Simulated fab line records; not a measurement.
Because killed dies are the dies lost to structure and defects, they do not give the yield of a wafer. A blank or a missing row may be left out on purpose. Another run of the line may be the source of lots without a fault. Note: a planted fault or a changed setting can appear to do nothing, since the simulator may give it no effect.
Struck lot and sound lot, side by side :: flow n5Finfet :: 43 steps out of a route of 1938
Sound: the wafers L154.1, L154.4, L154.6. Struck: wafers L164.1, L164.2, L164.3. At the end, the cause is stated.
Per side, at each step with rows, come the tool, then ch with its chambers, and then its first start. Under that, the readings that differ: sound wafers :: struck wafers :: difference of the means :: sigmas: that difference in standard deviations of wafers without a fault.
alike: readings whose means differ by less than 2 such deviations, and words and numbers that are the same on both sides. not compared: withheld readings, readings that some wafer has no value for, bounds like >300 that may hide the same value, and numbers for which the record gives no deviation and whose values overlap.
The two part at a step that has a row with sigmas, a row that says differs or no value, or rows on one side only. Non-overlapping numbers with no deviation appear without sigmas and do not part them. A reading that every wafer of one side lacks parts them only if that side has two wafers or more.

first, 11 steps without rows for these wafers: N5_BEOL_M4_DESCUM_33 (chemistry O2, time 7 s); N5_BEOL_M4_ETCH_77 (etches underlayer in N2/H2, target depth 6.5 nm, time 5.2 s); N5_BEOL_M4_ETCH_69 (etches SiARC in CF4, target depth 15.6 nm, time 26 s); N5_BEOL_M4_ALD_98 (deposits SiO2, target thk 2.5 nm, pulse time 1 s, co reactant pulse time 1 s); N5_BEOL_M4_ETCHBACK_99 (etches SiO2 in CHF3, target depth 5 nm, time 10.4 s); N5_BEOL_M4_ETCH_70 (etches SOC in N2/H2, target depth 80 nm, overetch 24 nm, time 130 s); N5_BEOL_M4_STRIP_71 (strips in N2/H2); N5_BEOL_M4_STRIP_78 (strips in N2/H2); N5_BEOL_M4_VIA_ETCH_34 (etches the open film in C4F6/O2, target depth 69.4 nm, time 65.9 s); N5_BEOL_M4_STRIP_83 (strips in C4F6/O2); N5_BEOL_M4_STRIP_36 (strips in N2/H2).
N5_BEOL_M4_TRENCH_ETCH_37: etches SiOC in C4F6/O2, target depth 55.555 nm, time 29.2 s.
  sound on rieDiel-04 ch 0,1,3, day 8 04:04; struck on rieDiel-04 ch 0,2,3, day 11 01:34
reading: runLengthS (s)
sound: 51.7 52.2 52.1
struck: 55.2 54.9 54.9
difference: +3.0
sigmas: +6

reading: model.etch.depthNm (nm)
sound: 56.19 54.27 55.2
struck: 60.64 61.36 63.56
difference: +6.63
sigmas: 

reading: model.BEOL_M4.featureDepthNm (nm)
sound: 56.2 54.2 55.2
struck: 60.6 61.4 63.6
difference: +6.7
sigmas: 
  alike: drypumpMotorCurrentA, oesProductAu, rfVppV, showerheadPlenumPTorr, throttleValvePct
  not compared: rfHoursCounterH
then, 2 steps without rows for these wafers: N5_BEOL_M4_ETCH_41 (etches SiCN in CH3F/O2, target depth 29.9 nm, time 52.5 s); N5_BEOL_M4_STRIP_97 (strips in N2/H2, time 10 s).
N5_BEOL_M4_OCD_MEAS_38:
  sound on ocd-02 at day 8 04:13; struck on ocd-02 at day 11 01:43
reading: trenchDepthNm (nm)
sound: 55.9 54.1 54.8
struck: 61.2 61.2 63.9
difference: +7.2
sigmas: +6
then, 25 steps without rows for these wafers: N5_BEOL_M4_HM_STRIP_39 (strips TiN in peroxide tin strip, target depth 25 nm, time 158 s); N5_BEOL_M4_SRD_40 (time 30 s); N5_BEOL_M4_PRECLEAN_42 (cleans in residue remover, time 60 s); N5_BEOL_M4_SRD_43 (time 30 s); N5_BEOL_M4_DEGAS_44 (time 60 s); N5_BEOL_M4_PRE_CLEAN_45 (time 30 s); N5_BEOL_M4_ALD_84 (deposits TaN, pulse time 2 s, purge time 3 s, co reactant purge time 2 s); N5_BEOL_M4_SURFACE_TREAT_85; N5_BEOL_M4_CVD_47 (deposits Co from CCTBA/H2, target thk 3 nm, time 223.8 s); N5_BEOL_M4_SPUTTER_48 (material Cu, target thk 4.5 nm, time 8.29 s); N5_BEOL_M4_ANNEAL_49 (time 240 s); N5_BEOL_M4_SPUTTER_79 (material Cu, target thk 4.5 nm, time 8.29 s); N5_BEOL_M4_ANNEAL_80 (time 240 s); N5_BEOL_M4_SPUTTER_81 (material Cu, target thk 4.5 nm, time 8.29 s); N5_BEOL_M4_ANNEAL_82 (time 240 s); N5_BEOL_M4_SPUTTER_86 (material Cu, target thk 4.5 nm, time 8.29 s); N5_BEOL_M4_ANNEAL_87 (time 240 s); N5_BEOL_M4_SPUTTER_88 (material Cu, target thk 4.5 nm, time 8.29 s); N5_BEOL_M4_ANNEAL_89 (time 240 s); N5_BEOL_M4_SPUTTER_90 (material Cu, target thk 4.5 nm, time 8.29 s); N5_BEOL_M4_ANNEAL_91 (time 240 s); N5_BEOL_M4_SPUTTER_92 (material Cu, target thk 4.5 nm, time 8.29 s); N5_BEOL_M4_ANNEAL_93 (time 240 s); N5_BEOL_M4_SPUTTER_94 (material Cu, target thk 4.5 nm, time 8.29 s); N5_BEOL_M4_ANNEAL_95 (time 240 s).
N5_BEOL_M4_CMP_52: polishes, stops on SiOC, t overpolish 6.8 s, target thk 40 nm.
  sound on cmp-02 ch 0,1, day 8 07:24; struck on cmp-03 ch 1,2,3, day 11 05:11
reading: model.Cu_of_BEOL_M4_ECD_50.thkNm (nm)
sound: 41 38.8 39.4
struck: 47 43.6 49
difference: +7
sigmas: 
  alike: barrierFieldEndpointS, motorCurrentA, overpolishRunS, platenRpm, timeToEndpointS
N5_BEOL_M4_RC_MEAS_101:
  sound on prober-02 ch 0, day 8 08:02; struck on prober-02 ch 0, day 11 05:47
  alike: DIBL_N, DIBL_P, IOFF_N, IOFF_P, ION_N, ION_P, SS_N, SS_P, VT_N, VT_P
N5_PASSIVATION_PROBE_49:
  the record has rows for the sound wafers here (prober-01, day 12 21:59) and none for the struck ones

WHERE THEY PART
At N5_BEOL_M4_TRENCH_ETCH_37 first; at N5_PASSIVATION_PROBE_49 last (within this record only).

WHY: whatever the simulator had introduced
Drift in process parameters on rieDiel-04 at N5_BEOL_M4_TRENCH_ETCH_37, starting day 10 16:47. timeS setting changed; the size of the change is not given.
